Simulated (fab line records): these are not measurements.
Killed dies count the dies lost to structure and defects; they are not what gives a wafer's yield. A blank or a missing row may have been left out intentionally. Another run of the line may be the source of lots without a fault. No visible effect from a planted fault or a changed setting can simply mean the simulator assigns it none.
2 desks, one fault    flow n5 finfet    each desk has only its own numbers; what lay behind them comes last

FOR THE TOOL OWNER'S DESK: pecvd-01
The tool's own readings at N5_BEOL_M7_ILD_DEP_00 (deposits SiCOH lowk from DEMS/porogen, target thk 179.75 nm, time 33.4 s): means of the sampled wafers that have a number, for each lot that ran on this tool. The brackets show how far a lot's mean lies from the usual mean; more than 4 standard deviations puts the lot out of limits, marked OUT.
Columns: A = heater power outer w at N5_BEOL_M7_ILD_DEP_00, usual 168 W; B = heater power w at N5_BEOL_M7_ILD_DEP_00, usual 336 W; C = showerhead plenum p Torr at N5_BEOL_M7_ILD_DEP_00, usual 5.745 Torr; D = throttle valve pct at N5_BEOL_M7_ILD_DEP_00, usual 13.2 %
lot   first seen here  A    B    C      D
L134  day 8 15:46      179  341  5.755  13.2
L135  day 8 23:49      190  352  5.747  13.5
L146  day 12 09:59     156  322  5.755  13.0
Finding of this desk: none of the 3 lots has anything out of limits.

AT THE METROLOGY DESK
Means of the sampled wafers that have a number, per lot and without regard to the tool the lot ran on: this is what the gauges read. The brackets show how far a lot's mean lies from the usual mean; more than 4 standard deviations puts the lot out of limits, marked OUT. 7 of its 11 readings are shown: the first one out of limits and those lying furthest out on some lot.
Columns: A = DIBL_N at N5_BEOL_M4_RC_MEAS_101, usual 35.8 mV/V; B = IOFF_N at N5_BEOL_M4_RC_MEAS_101, usual 0.151 nA/um; C = IOFF_P at N5_BEOL_M4_RC_MEAS_101, usual 0.21 nA/um; D = ION_N at N5_BEOL_M4_RC_MEAS_101, usual 673 uA/um; E = ION_P at N5_BEOL_M4_RC_MEAS_101, usual 463 uA/um; F = VT_P at N5_BEOL_M4_RC_MEAS_101, usual -250 mV; G = M7_ILD_THK at N5_BEOL_M7_THK_MEAS_01, usual 154.8 nm
lot   first seen here  A     B      C     D    E    F     G
L134  day 7 18:14      37.0  0.143  0.20  669  462  -251  155.3
L135  day 7 23:23      35.9  0.142  0.19  670  461  -251  154.0
L138  day 9 16:43      37.7  0.153  0.22  671  465  -249  154.0
L146  day 11 09:23     34.2  0.115  0.16  656  451  -254  199.2 (+23) OUT
L147  day 11 17:49     35.6  0.154  0.23  672  468  -248  154.9
L148  day 11 21:02     37.1  0.160  0.21  671  459  -251  153.2
L153  day 12 20:47     34.6  0.134  0.20  662  458  -250  154.4
L155  day 13 18:34     36.2  0.177  0.24  684  472  -248  155.0
L156  day 14 02:12     36.9  0.157  0.21  673  460  -251  153.5
This desk's finding: out of limits on L146; first on L146, day 12 10:34 (M7_ILD_THK at N5_BEOL_M7_THK_MEAS_01). L134, L135, L138, L147, L148, L153, L155, L156 stayed within limits.

TAKEN TOGETHER
The metrology desk could have raised an alarm at day 12 10:34, on L146.
Nothing out of limits was seen by the tool owner's desk.
Tool owner's desk: L146 on record, inside its limits.
On pecvd-01, each named lot ran N5_BEOL_M7_ILD_DEP_00.

WHAT THE SIMULATOR HAD PUT IN
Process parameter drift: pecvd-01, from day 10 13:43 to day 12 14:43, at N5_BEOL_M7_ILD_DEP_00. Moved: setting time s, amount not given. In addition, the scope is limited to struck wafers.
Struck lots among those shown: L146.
Time in hours between the start of the fault and the first out-of-limits reading at each desk: metrology desk, 45.
